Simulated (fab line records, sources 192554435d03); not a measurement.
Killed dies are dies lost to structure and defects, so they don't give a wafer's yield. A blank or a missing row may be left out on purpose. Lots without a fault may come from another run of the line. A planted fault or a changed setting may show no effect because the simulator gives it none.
Split-lot experiment | flow n5_finfet | 7 lots, 39 wafers read, on a route of 1938 steps

THE SPLIT
At N5_BEOL_M5_HM_DEP_02 (deposits TiN, target thk 20 nm), the setting target_thk_a was moved away from the recipe's 200 angstrom on 18 of the 39 wafers read, by -54.0% to +44.0%. The other wafers ran this setting at the recipe's value.

FROM THE SPLIT TO THE READING: what the file shows between them, 4 steps
- N5_BEOL_M5_COAT_59: time 60 s, resist thk 60 nm
- N5_BEOL_M5_COAT_60: time 60 s, resist thk 12 nm
- N5_BEOL_M5_STRIP_73: strips in N2/H2
- N5_BEOL_M5_STRIP_64: strips in CF4

THE READING
etch.depth_nm (the simulator's own value, which no gauge read), in nm, at N5_BEOL_M5_HM_OPEN_17 (chemistry Cl2/BCl3, target TiN, target depth 20 nm, overetch 6 nm). The file gives no usual value for it. The 21 wafers here that ran the recipe average 20.065 nm, standard deviation 0.25 nm.

wafer  | tool, chamber at the split | target_thk_a as run, angstrom | against the recipe | etch.depth_nm, nm | against lot-mates on the recipe
L080.2 | pvd_sputter-02, -          | 200                           | recipe             | 19.99             | -
L080.3 | pvd_sputter-02, -          | 200                           | recipe             | 19.82             | -
L080.4 | pvd_sputter-02, -          | 200                           | recipe             | 19.58             | -
L088.1 | pvd_sputter-02, -          | 200                           | recipe             | 20.19             | -
L088.2 | pvd_sputter-02, -          | 283                           | +41.5%             | 25.85             | +5.580
L088.3 | pvd_sputter-02, -          | 200                           | recipe             | 20.01             | -
L088.4 | pvd_sputter-02, -          | 283                           | +41.5%             | 26                | +5.730
L088.5 | pvd_sputter-02, -          | 283                           | +41.5%             | 27.55             | +7.280
L088.6 | pvd_sputter-02, -          | 200                           | recipe             | 20.61             | -
L086.1 | pvd_sputter-03, -          | 200                           | recipe             | 19.85             | -
L086.2 | pvd_sputter-03, -          | 158.7                         | -20.7%             | 15.9              | -4.110
L086.3 | pvd_sputter-03, -          | 200                           | recipe             | 20.07             | -
L086.4 | pvd_sputter-03, -          | 158.7                         | -20.7%             | 15.89             | -4.120
L086.5 | pvd_sputter-03, -          | 200                           | recipe             | 20.11             | -
L086.6 | pvd_sputter-03, -          | 158.7                         | -20.7%             | 15.78             | -4.230
L090.1 | pvd_sputter-01, -          | 200                           | recipe             | 20.2              | -
L090.2 | pvd_sputter-01, -          | 200                           | recipe             | 20.23             | -
L090.5 | pvd_sputter-01, -          | 200                           | recipe             | 20.23             | -
L090.3 | pvd_sputter-01, -          | 168.5                         | -15.7%             | 17.05             | -3.170
L090.4 | pvd_sputter-01, -          | 168.5                         | -15.7%             | 16.96             | -3.260
L090.6 | pvd_sputter-01, -          | 168.5                         | -15.7%             | 17                | -3.220
L091.1 | pvd_sputter-01, -          | 200                           | recipe             | 20.14             | -
L091.2 | pvd_sputter-01, -          | 200                           | recipe             | 20.07             | -
L091.3 | pvd_sputter-01, -          | 136.9                         | -31.6%             | 13.86             | -6.200
L091.4 | pvd_sputter-01, -          | 136.9                         | -31.6%             | 13.62             | -6.440
L091.5 | pvd_sputter-01, -          | 136.9                         | -31.6%             | 13.73             | -6.330
L091.6 | pvd_sputter-01, -          | 200                           | recipe             | 19.97             | -
L094.1 | pvd_sputter-01, -          | 91.97                         | -54.0%             | 9.579             | -10.778
L094.2 | pvd_sputter-01, -          | 200                           | recipe             | 20.49             | -
L094.3 | pvd_sputter-01, -          | 91.97                         | -54.0%             | 9.404             | -10.953
L094.4 | pvd_sputter-01, -          | 200                           | recipe             | 20.33             | -
L094.5 | pvd_sputter-01, -          | 91.97                         | -54.0%             | 9.714             | -10.643
L094.6 | pvd_sputter-01, -          | 200                           | recipe             | 20.25             | -
L097.1 | pvd_sputter-02, -          | 200                           | recipe             | 19.75             | -
L097.2 | pvd_sputter-02, -          | 288                           | +44.0%             | 25.86             | +6.120
L097.3 | pvd_sputter-02, -          | 288                           | +44.0%             | 25.44             | +5.700
L097.4 | pvd_sputter-02, -          | 200                           | recipe             | 19.79             | -
L097.5 | pvd_sputter-02, -          | 288                           | +44.0%             | 25.74             | +6.000
L097.6 | pvd_sputter-02, -          | 200                           | recipe             | 19.68             | -

THE FIT
A straight line over all 39 wafers: etch.depth_nm changes by +0.17 nm for each +1% of target_thk_a; r = +0.99; the points scatter about the line by 0.68 nm.
The same after taking each lot's own level away (the mean of its wafers on the recipe; 39 wafers): +0.172 nm for each +1%; r = +0.99; scatter 0.65 nm.
On that fit, the largest move of target_thk_a shifts the reading by 9.3 nm.
The lots' own levels span 19.7400 to 20.3567 nm, that is 2.4 times the standard deviation above.
So the lot-to-lot level changes the slope little: the two slopes agree.
Check: with one of the wafers moved furthest among these (-54.0%) left out of the fit, the line predicts -9.62 nm for it against its lot-mates. It came out at -10.8 nm against them.

THE WHOLE CHAIN: every reading that the file lists as answering this split, in the file's order
step                  | what it does                                                      | reading                                                                          | change (the file's fit)               | r (the file's)
N5_BEOL_M5_HM_DEP_02  | deposits TiN, target thk 20 nm                                    | TiN_of_BEOL_M5_HM_DEP_02.thk_nm (the simulator's own value, which no gauge read) | +0.201 nm for each +1% of the setting | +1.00
N5_BEOL_M5_HM_OPEN_17 | chemistry Cl2/BCl3, target TiN, target depth 20 nm, overetch 6 nm | etch.depth_nm (the simulator's own value, which no gauge read)                   | +0.174 nm for each +1% of the setting | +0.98

THE FILE'S OWN FIT
etch.depth_nm changes by +0.174 nm for each +1% of target_thk_a, r = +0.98.
